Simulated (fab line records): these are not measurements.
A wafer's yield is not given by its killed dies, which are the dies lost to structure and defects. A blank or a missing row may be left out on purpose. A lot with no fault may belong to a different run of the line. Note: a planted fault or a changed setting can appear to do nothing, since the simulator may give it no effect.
Split-lot experiment    flow n5-finfet    39 wafers read across 7 lots, on a route 1938 steps long

## ON THE SPLIT
At N5_BEOL_M3_ILD_DEP_00 (deposits SiOC from DEMS/O2, target thk 79 nm, time 15.3 s), the setting target-thk-a was moved away from the recipe's 790 angstrom on 15 of the 39 wafers read, by -26.2% to +22.5%. All remaining wafers had this setting at the recipe value.

Split to reading: the file shows no intervening step.

## THE READING
At N5_BEOL_M3_THK_MEAS_01: M3_ILD_THK, given in nm. Fault-free wafers of this fab line usually give 78.8 nm, standard deviation 1 nm.

wafer   tool, chamber at the split  target-thk-a as run, angstrom  against the recipe  M3_ILD_THK, nm  against lot-mates on the recipe
L075.1  pecvd-01, 2                 790                            recipe              77.1            -
L075.4  pecvd-01, 2                 790                            recipe              79.0            -
L075.5  pecvd-01, 0                 790                            recipe              78.7            -
L078.1  pecvd-01, 0,2               790                            recipe              77.9            -
L078.2  pecvd-01, 1                 607.3                          -23.1%              60.8            -16.9
L078.3  pecvd-01, 2                 790                            recipe              77.6            -
L078.4  pecvd-01, 0,2               790                            recipe              77.6            -
L078.5  pecvd-01, 1                 607.3                          -23.1%              61.3            -16.4
L078.6  pecvd-01, 0                 607.3                          -23.1%              60.6            -17.1
L082.1  pecvd-01, 1                 583.4                          -26.2%              57.7            -20.5
L082.2  pecvd-01, 0                 790                            recipe              78.3            -
L082.3  pecvd-01, 2                 790                            recipe              76.9            -
L082.4  pecvd-01, 0                 583.4                          -26.2%              59.2            -19.0
L082.5  pecvd-01, 2                 583.4                          -26.2%              57.4            -20.8
L082.6  pecvd-01, 1                 790                            recipe              79.4            -
L087.1  pecvd-02, 2                 790                            recipe              78.0            -
L087.2  pecvd-02, 1                 790                            recipe              79.3            -
L087.3  pecvd-02, 0                 790                            recipe              77.4            -
L087.4  pecvd-02, 0                 648.1                          -18.0%              64.8            -13.4
L087.5  pecvd-02, 1                 648.1                          -18.0%              65.9            -12.3
L087.6  pecvd-02, 2                 648.1                          -18.0%              65.8            -12.4
L088.1  pecvd-01, 0                 790                            recipe              79.1            -
L088.2  pecvd-01, 1,2               790                            recipe              77.4            -
L088.3  pecvd-01, 1,2               790                            recipe              77.3            -
L088.4  pecvd-01, 2                 790                            recipe              78.7            -
L088.5  pecvd-01, 0                 790                            recipe              79.7            -
L088.6  pecvd-01, 1                 790                            recipe              79.9            -
L097.1  pecvd-02, 0                 967.9                          +22.5%              95.5            +16.8
L097.2  pecvd-02, 2                 967.9                          +22.5%              96.3            +17.6
L097.3  pecvd-02, 1                 967.9                          +22.5%              95.7            +17.0
L097.4  pecvd-02, 0,1               790                            recipe              78.7            -
L097.5  pecvd-02, 2                 790                            recipe              78.5            -
L097.6  pecvd-02, 0,1               790                            recipe              78.9            -
L095.1  pecvd-04, 0                 599.9                          -24.1%              60.1            -19.1
L095.2  pecvd-04, 1                 790                            recipe              79.2            -
L095.3  pecvd-04, 2                 790                            recipe              78.3            -
L095.4  pecvd-04, 1,2               599.9                          -24.1%              61.2            -18.0
L095.5  pecvd-04, 1,2               599.9                          -24.1%              61.3            -17.9
L095.6  pecvd-04, 0                 790                            recipe              80.0            -
Rows listing several chambers each stand for several wafers; the file does not say which wafer went through which chamber.

THE FIT
A straight line over all 39 wafers: M3_ILD_THK changes by +0.758 nm for each +1% of target-thk-a; r = +1.00; the points scatter about the line by 0.85 nm.
The same after taking each lot's own level away (the mean of its wafers on the recipe; 39 wafers): +0.751 nm for each +1%; r = +1.00; scatter 0.78 nm.
Per that fit: largest target-thk-a move, reading shift of 20 nm.
The span of the lots' own levels, 77.70 to 79.17 nm, comes to 1.5 times the standard deviation stated above.
Consequently the slope shifts little with the lot-to-lot level, the two slopes agreeing.
Check: with one of the wafers moved furthest among these (-26.2%) left out of the fit, the line predicts -19.5 nm for it against its lot-mates. Against them it came out at -20.5 nm.

## OTHER SPLITS ON THESE WAFERS
These wafers also went through other splits before the reading. Each is held against what the fit with the lots' levels taken away leaves over:
other split on the same wafers   wafers away from the commonest value  r with M3_ILD_THK (lot level and that fit taken away)
N5_BEOL_M0_SAQP_PECVD_04 time-s  9                                     -0.08

## THE WHOLE CHAIN: every reading that the file lists as answering this split, in the file's order
step                    what it does                                               reading                                                                             change (the file's fit)               r (the file's)
N5_BEOL_M3_ILD_DEP_00   deposits SiOC from DEMS/O2, target thk 79 nm, time 15.3 s  SiOC_of_BEOL_M3_ILD_DEP_00.thk-nm (the simulator's own value, which no gauge read)  +0.75 nm for each +1% of the setting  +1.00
N5_BEOL_M3_THK_MEAS_01                                                             M3_ILD_THK                                                                          +0.749 for each +1% of the setting    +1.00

## THE FILE'S OWN FIT
M3_ILD_THK changes by +0.749 nm for each +1% of target-thk-a, r = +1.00.
